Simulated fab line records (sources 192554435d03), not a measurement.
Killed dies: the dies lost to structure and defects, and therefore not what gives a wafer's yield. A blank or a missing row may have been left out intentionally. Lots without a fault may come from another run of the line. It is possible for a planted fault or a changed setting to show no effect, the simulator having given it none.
Which tool did it? :: flow n5Finfet :: 27 wafers from 10 lots sampled at 5 of the route's 1938 steps

## WHAT THE GAUGES READ, wafer by wafer
The record holds no reading of a measuring or inspecting step that can be judged against a usual standard deviation.

## WHICH TOOL RAN EACH LOT (tool, then ch and the chambers of the sampled wafers, then the start)
lot: L184
N5_BEOL_M15_ETCH_59: rieDiel-01 ch 0,2, day 13 12:22
N5_BEOL_M15_ETCH_57: rieDiel-02 ch 1,2, day 13 12:56
N5_BEOL_M15_ETCH_61: rieDiel-02 ch 1,2,3, day 13 13:58
N5_BEOL_M15_SPUTTER_44: pvdSputter-03, day 13 16:30
N5_BEOL_M15_CMP_49: cmp-03 ch 0,2,3, day 13 17:19

lot: L185
N5_BEOL_M15_ETCH_59: rieDiel-03 ch 0,1,3, day 13 16:54
N5_BEOL_M15_ETCH_57: rieDiel-01 ch 2,3, day 13 17:32
N5_BEOL_M15_ETCH_61: rieDiel-01 ch 2,3, day 13 18:26
N5_BEOL_M15_SPUTTER_44: pvdSputter-03, day 13 21:36
N5_BEOL_M15_CMP_49: cmp-02 ch 0,2, day 13 22:49

lot: L187
N5_BEOL_M15_ETCH_59: rieDiel-03 ch 0,2, day 13 17:52
N5_BEOL_M15_ETCH_57: rieDiel-03 ch 2,3, day 13 18:34
N5_BEOL_M15_ETCH_61: rieDiel-03 ch 0,1,3, day 13 19:27
N5_BEOL_M15_SPUTTER_44: pvdSputter-03, day 13 21:58
N5_BEOL_M15_CMP_49: cmp-03 ch 0,1,3, day 13 23:15

lot: L188
N5_BEOL_M15_ETCH_59: rieDiel-03 ch 2,3, day 14 04:30
N5_BEOL_M15_ETCH_57: rieDiel-01 ch 2,3, day 14 05:04
N5_BEOL_M15_ETCH_61: rieDiel-02 ch 0,1, day 14 06:05
N5_BEOL_M15_SPUTTER_44: pvdSputter-03, day 14 06:53
N5_BEOL_M15_CMP_49: cmp-04 ch 0,1,2, day 14 07:41

lot: L189
N5_BEOL_M15_ETCH_59: rieDiel-02 ch 0,1,2, day 14 07:53
N5_BEOL_M15_ETCH_57: rieDiel-01 ch 0,1,2, day 14 08:43
N5_BEOL_M15_ETCH_61: rieDiel-01 ch 0,1,3, day 14 09:43
N5_BEOL_M15_SPUTTER_44: pvdSputter-03, day 14 13:04
N5_BEOL_M15_CMP_49: cmp-04 ch 2,3, day 14 14:05

lot: L198
N5_BEOL_M15_ETCH_59: rieDiel-02 ch 1,3, day 17 16:53
N5_BEOL_M15_ETCH_57: rieDiel-02 ch 1, day 17 17:26
N5_BEOL_M15_ETCH_61: rieDiel-03 ch 0,3, day 17 18:53
N5_BEOL_M15_SPUTTER_44: pvdSputter-03, day 17 23:07
N5_BEOL_M15_CMP_49: cmp-04 ch 1,3, day 17 23:59

lot: L197
N5_BEOL_M15_ETCH_59: rieDiel-03 ch 0,2,3, day 17 18:28
N5_BEOL_M15_ETCH_57: rieDiel-03 ch 1,2,3, day 17 19:05
N5_BEOL_M15_ETCH_61: rieDiel-02 ch 1,2,3, day 17 20:23
N5_BEOL_M15_SPUTTER_44: pvdSputter-03, day 17 23:29
N5_BEOL_M15_CMP_49: cmp-02 ch 0,3, day 18 00:29

lot: L200
N5_BEOL_M15_ETCH_59: rieDiel-01 ch 0,1,2, day 18 12:44
N5_BEOL_M15_ETCH_57: rieDiel-01 ch 0,2,3, day 18 13:19
N5_BEOL_M15_ETCH_61: rieDiel-03 ch 0,1,2, day 18 14:12
N5_BEOL_M15_SPUTTER_44: pvdSputter-02, day 18 16:23
N5_BEOL_M15_CMP_49: cmp-02 ch 1,2,3, day 18 17:10

lot: L201
N5_BEOL_M15_ETCH_59: rieDiel-02 ch 1,2, day 18 18:16
N5_BEOL_M15_ETCH_57: rieDiel-02 ch 0,3, day 18 18:50
N5_BEOL_M15_ETCH_61: rieDiel-02 ch 0,3, day 18 20:41
N5_BEOL_M15_SPUTTER_44: pvdSputter-01, day 18 23:35
N5_BEOL_M15_CMP_49: cmp-03 ch 0,2, day 19 00:20

lot: L202
N5_BEOL_M15_ETCH_59: rieDiel-01 ch 0,1, day 18 18:48
N5_BEOL_M15_ETCH_57: rieDiel-01 ch 0,1, day 18 19:36
N5_BEOL_M15_ETCH_61: rieDiel-02 ch 1,3, day 18 20:56
N5_BEOL_M15_SPUTTER_44: pvdSputter-03, day 18 23:49
N5_BEOL_M15_CMP_49: cmp-04 ch 0,1, day 19 00:34
- N5_BEOL_M15_ETCH_59: etches BARC in N2/H2, target depth 89 nm, overetch 26.7 nm, time 67.9 s.
- N5_BEOL_M15_ETCH_57: etches SOC in N2/H2, time 750 s.
- N5_BEOL_M15_ETCH_61: etches BARC in N2/H2, target depth 89 nm, overetch 26.7 nm, time 67.9 s.
- N5_BEOL_M15_SPUTTER_44: material Ta, target thk 15 nm, time 24.19 s.
- N5_BEOL_M15_CMP_49: polishes, stops on SiO2, t overpolish 4.9 s, target thk 850 nm.

## WHAT THE TOOLS THEMSELVES READ (means of the sampled wafers that have a number; where no wafer has one, the mark that the record gives instead)
N5_BEOL_M15_ETCH_59. Usual: drypumpMotorCurrentA 5.9 A, standard deviation 0.54; n2FlowSccm 200.0 sccm, standard deviation 0.6; oesProductAu 0.67 a.u., standard deviation 0.063; rfVppV 523.9 V, standard deviation 2.2; showerheadPlenumPTorr 2.54 Torr, standard deviation 0.079; throttleValvePct 17.82 %, standard deviation 0.27.
lot: L184
tool: rieDiel-01
drypumpMotorCurrentA (A): 5.9
n2FlowSccm (sccm): 200.1
oesProductAu (a.u.): 0.68
rfVppV (V): 524.4
showerheadPlenumPTorr (Torr): 2.58
throttleValvePct (%): 17.83
flag: 

lot: L185
tool: rieDiel-03
drypumpMotorCurrentA (A): 5.9
n2FlowSccm (sccm): 200.0
oesProductAu (a.u.): 0.66
rfVppV (V): 525.5
showerheadPlenumPTorr (Torr): 2.57
throttleValvePct (%): 17.89
flag: 

lot: L187
tool: rieDiel-03
drypumpMotorCurrentA (A): 5.2
n2FlowSccm (sccm): 199.9
oesProductAu (a.u.): 0.63
rfVppV (V): 523.8
showerheadPlenumPTorr (Torr): 2.53
throttleValvePct (%): 17.73
flag: 

lot: L188
tool: rieDiel-03
drypumpMotorCurrentA (A): 6.1
n2FlowSccm (sccm): 199.6
oesProductAu (a.u.): 0.64
rfVppV (V): 524.0
showerheadPlenumPTorr (Torr): 2.55
throttleValvePct (%): 17.77
flag: 

lot: L189
tool: rieDiel-02
drypumpMotorCurrentA (A): 5.8
n2FlowSccm (sccm): 200.2
oesProductAu (a.u.): 0.69
rfVppV (V): 521.0
showerheadPlenumPTorr (Torr): 2.45
throttleValvePct (%): 17.93
flag: 

lot: L198
tool: rieDiel-02
drypumpMotorCurrentA (A): 5.7
n2FlowSccm (sccm): 200.2
oesProductAu (a.u.): 0.79
rfVppV (V): 527.6
showerheadPlenumPTorr (Torr): 2.71
throttleValvePct (%): 17.77
flag: 

lot: L197
tool: rieDiel-03
drypumpMotorCurrentA (A): 5.8
n2FlowSccm (sccm): 200.0
oesProductAu (a.u.): 0.64
rfVppV (V): 523.4
showerheadPlenumPTorr (Torr): 2.53
throttleValvePct (%): 17.75
flag: 

lot: L200
tool: rieDiel-01
drypumpMotorCurrentA (A): 6.0
n2FlowSccm (sccm): 200.3
oesProductAu (a.u.): 0.67
rfVppV (V): 525.3
showerheadPlenumPTorr (Torr): 2.59
throttleValvePct (%): 17.73
flag: 

lot: L201
tool: rieDiel-02
drypumpMotorCurrentA (A): 5.8
n2FlowSccm (sccm): 199.7
oesProductAu (a.u.): 0.75
rfVppV (V): 525.4
showerheadPlenumPTorr (Torr): 2.58
throttleValvePct (%): 17.85
flag: 

lot: L202
tool: rieDiel-01
drypumpMotorCurrentA (A): 6.1
n2FlowSccm (sccm): 199.8
oesProductAu (a.u.): 0.67
rfVppV (V): 525.9
showerheadPlenumPTorr (Torr): 2.60
throttleValvePct (%): 17.65
flag: 

N5_BEOL_M15_ETCH_57. Usual: drypumpMotorCurrentA 5.9 A, standard deviation 0.47; n2FlowSccm 200.0 sccm, standard deviation 0.55; oesProductAu 0.81 a.u., standard deviation 0.08; rfVppV 523.8 V, standard deviation 2.4; showerheadPlenumPTorr 2.54 Torr, standard deviation 0.089; throttleValvePct 17.66 %, standard deviation 0.28.
lot: L184
tool: rieDiel-02
drypumpMotorCurrentA (A): 5.6
n2FlowSccm (sccm): 199.8
oesProductAu (a.u.): 0.76
rfVppV (V): 520.6
showerheadPlenumPTorr (Torr): 2.43
throttleValvePct (%): 18.01
flag: 

lot: L185
tool: rieDiel-01
drypumpMotorCurrentA (A): 5.5
n2FlowSccm (sccm): 200.4
oesProductAu (a.u.): 0.86
rfVppV (V): 523.0
showerheadPlenumPTorr (Torr): 2.51
throttleValvePct (%): 17.38
flag: 

lot: L187
tool: rieDiel-03
drypumpMotorCurrentA (A): 6.1
n2FlowSccm (sccm): 200.0
oesProductAu (a.u.): 0.75
rfVppV (V): 524.1
showerheadPlenumPTorr (Torr): 2.55
throttleValvePct (%): 17.66
flag: 

lot: L188
tool: rieDiel-01
drypumpMotorCurrentA (A): 5.6
n2FlowSccm (sccm): 199.6
oesProductAu (a.u.): 0.82
rfVppV (V): 523.8
showerheadPlenumPTorr (Torr): 2.55
throttleValvePct (%): 17.57
flag: 

lot: L189
tool: rieDiel-01
drypumpMotorCurrentA (A): 6.0
n2FlowSccm (sccm): 199.5
oesProductAu (a.u.): 0.80
rfVppV (V): 526.0
showerheadPlenumPTorr (Torr): 2.60
throttleValvePct (%): 17.59
flag: 

lot: L198
tool: rieDiel-02
drypumpMotorCurrentA (A): 5.2
n2FlowSccm (sccm): 200.8
oesProductAu (a.u.): 0.96
rfVppV (V): 528.6
showerheadPlenumPTorr (Torr): 2.71
throttleValvePct (%): 17.66
flag: 

lot: L197
tool: rieDiel-03
drypumpMotorCurrentA (A): 6.2
n2FlowSccm (sccm): 199.9
oesProductAu (a.u.): 0.73
rfVppV (V): 524.2
showerheadPlenumPTorr (Torr): 2.57
throttleValvePct (%): 17.89
flag: 

lot: L200
tool: rieDiel-01
drypumpMotorCurrentA (A): 5.9
n2FlowSccm (sccm): 200.1
oesProductAu (a.u.): 0.79
rfVppV (V): 523.2
showerheadPlenumPTorr (Torr): 2.52
throttleValvePct (%): 17.57
flag: 

lot: L201
tool: rieDiel-02
drypumpMotorCurrentA (A): 5.9
n2FlowSccm (sccm): 199.4
oesProductAu (a.u.): 0.85
rfVppV (V): 524.6
showerheadPlenumPTorr (Torr): 2.58
throttleValvePct (%): 17.64
flag: 

lot: L202
tool: rieDiel-01
drypumpMotorCurrentA (A): 6.2
n2FlowSccm (sccm): 199.6
oesProductAu (a.u.): 0.78
rfVppV (V): 524.8
showerheadPlenumPTorr (Torr): 2.60
throttleValvePct (%): 17.54
flag: 

N5_BEOL_M15_ETCH_61. Usual: drypumpMotorCurrentA 5.9 A, standard deviation 0.5; n2FlowSccm 200.1 sccm, standard deviation 0.66; oesProductAu 0.69 a.u., standard deviation 0.064; rfVppV 524.2 V, standard deviation 2.5; showerheadPlenumPTorr 2.55 Torr, standard deviation 0.093; throttleValvePct 17.78 %, standard deviation 0.27.
lot: L184
tool: rieDiel-02
drypumpMotorCurrentA (A): 5.9
n2FlowSccm (sccm): 199.9
oesProductAu (a.u.): 0.64
rfVppV (V): 521.5
showerheadPlenumPTorr (Torr): 2.43
throttleValvePct (%): 18.11
flag: 

lot: L185
tool: rieDiel-01
drypumpMotorCurrentA (A): 5.7
n2FlowSccm (sccm): 199.6
oesProductAu (a.u.): 0.71
rfVppV (V): 523.9
showerheadPlenumPTorr (Torr): 2.55
throttleValvePct (%): 17.68
flag: 

lot: L187
tool: rieDiel-03
drypumpMotorCurrentA (A): 5.9
n2FlowSccm (sccm): 199.8
oesProductAu (a.u.): 0.65
rfVppV (V): 524.6
showerheadPlenumPTorr (Torr): 2.57
throttleValvePct (%): 17.90
flag: 

lot: L188
tool: rieDiel-02
drypumpMotorCurrentA (A): 5.3
n2FlowSccm (sccm): 199.7
oesProductAu (a.u.): 0.63
rfVppV (V): 520.3
showerheadPlenumPTorr (Torr): 2.42
throttleValvePct (%): 18.07
flag: 

lot: L189
tool: rieDiel-01
drypumpMotorCurrentA (A): 5.9
n2FlowSccm (sccm): 199.6
oesProductAu (a.u.): 0.71
rfVppV (V): 524.8
showerheadPlenumPTorr (Torr): 2.56
throttleValvePct (%): 17.49
flag: 

lot: L198
tool: rieDiel-03
drypumpMotorCurrentA (A): 5.8
n2FlowSccm (sccm): 200.6
oesProductAu (a.u.): 0.66
rfVppV (V): 524.2
showerheadPlenumPTorr (Torr): 2.54
throttleValvePct (%): 17.69
flag: 

lot: L197
tool: rieDiel-02
drypumpMotorCurrentA (A): 5.9
n2FlowSccm (sccm): 200.0
oesProductAu (a.u.): 0.76
rfVppV (V): 526.7
showerheadPlenumPTorr (Torr): 2.63
throttleValvePct (%): 17.82
flag: 

lot: L200
tool: rieDiel-03
drypumpMotorCurrentA (A): 5.6
n2FlowSccm (sccm): 200.3
oesProductAu (a.u.): 0.60
rfVppV (V): 524.8
showerheadPlenumPTorr (Torr): 2.55
throttleValvePct (%): 18.02
flag: 

lot: L201
tool: rieDiel-02
drypumpMotorCurrentA (A): 5.9
n2FlowSccm (sccm): 200.1
oesProductAu (a.u.): 0.72
rfVppV (V): 525.0
showerheadPlenumPTorr (Torr): 2.58
throttleValvePct (%): 17.74
flag: 

lot: L202
tool: rieDiel-02
drypumpMotorCurrentA (A): 5.7
n2FlowSccm (sccm): 199.8
oesProductAu (a.u.): 0.77
rfVppV (V): 528.2
showerheadPlenumPTorr (Torr): 2.71
throttleValvePct (%): 17.80
flag: 

N5_BEOL_M15_SPUTTER_44. Usual: throttleValvePct reads 30.5 % (standard deviation 1.2).
lot: L184
tool: pvdSputter-03
throttleValvePct (%): 31.5
flag: 

lot: L185
tool: pvdSputter-03
throttleValvePct (%): 31.8
flag: 

lot: L187
tool: pvdSputter-03
throttleValvePct (%): 31.3
flag: 

lot: L188
tool: pvdSputter-03
throttleValvePct (%): 30.4
flag: 

lot: L189
tool: pvdSputter-03
throttleValvePct (%): 31.1
flag: 

lot: L198
tool: pvdSputter-03
throttleValvePct (%): 31.1
flag: 

lot: L197
tool: pvdSputter-03
throttleValvePct (%): 31.6
flag: 

lot: L200
tool: pvdSputter-02
throttleValvePct (%): 29.0
flag: 

lot: L201
tool: pvdSputter-01
throttleValvePct (%): 31.1
flag: 

lot: L202
tool: pvdSputter-03
throttleValvePct (%): 30.4
flag: 

N5_BEOL_M15_CMP_49. Usual: barrierFieldEndpointS 11.29 s, standard deviation 0.26; motorCurrentA 8.3 A, standard deviation 0.74; padLifeWafers 888, standard deviation 730.
lot: L184
tool: cmp-03
barrierFieldEndpointS (s): 11.08
motorCurrentA (A): 7.8
padLifeWafers: 1934
flag: 

lot: L185
tool: cmp-02
barrierFieldEndpointS (s): 11.45
motorCurrentA (A): 8.3
padLifeWafers: 254
flag: 

lot: L187
tool: cmp-03
barrierFieldEndpointS (s): 11.61
motorCurrentA (A): 8.1
padLifeWafers: 1994
flag: 

lot: L188
tool: cmp-04
barrierFieldEndpointS (s): 11.95
motorCurrentA (A): 8.6
padLifeWafers: 1634
flag: 

lot: L189
tool: cmp-04
barrierFieldEndpointS (s): 11.79
motorCurrentA (A): 8.8
padLifeWafers: 1686
flag: 

lot: L198
tool: cmp-04
barrierFieldEndpointS (s): 11.68
motorCurrentA (A): 8.5
padLifeWafers: 63
flag: 

lot: L197
tool: cmp-02
barrierFieldEndpointS (s): 11.71
motorCurrentA (A): 7.9
padLifeWafers: 864
flag: 

lot: L200
tool: cmp-02
barrierFieldEndpointS (s): 11.34
motorCurrentA (A): 7.4
padLifeWafers: 1004
flag: 

lot: L201
tool: cmp-03
barrierFieldEndpointS (s): 11.16
motorCurrentA (A): 7.8
padLifeWafers: 997
flag: 

lot: L202
tool: cmp-04
barrierFieldEndpointS (s): 10.88
motorCurrentA (A): 8.3
padLifeWafers: 266
flag: 

## THE ANSWER, worked out from the rows above alone
Rule: lot off if the mean of its wafers having a number is beyond 3 standard deviations from the usual mean. Also off: a lot with no number at a reading for which 4 or more lots have one. Where the step has rows for the other lots, those lots are counted as sound. Order of review: gauges by route order, followed by the tools' own readings, for which a lot's mean as printed above is used. The first step at which some lot is off is used, and at that step the reading that is off furthest; a lot without a number counts as furthest.
No lot is off on any of the readings shown, so nothing can be concluded from this.

## WHAT WAS PUT IN BY THE SIMULATOR
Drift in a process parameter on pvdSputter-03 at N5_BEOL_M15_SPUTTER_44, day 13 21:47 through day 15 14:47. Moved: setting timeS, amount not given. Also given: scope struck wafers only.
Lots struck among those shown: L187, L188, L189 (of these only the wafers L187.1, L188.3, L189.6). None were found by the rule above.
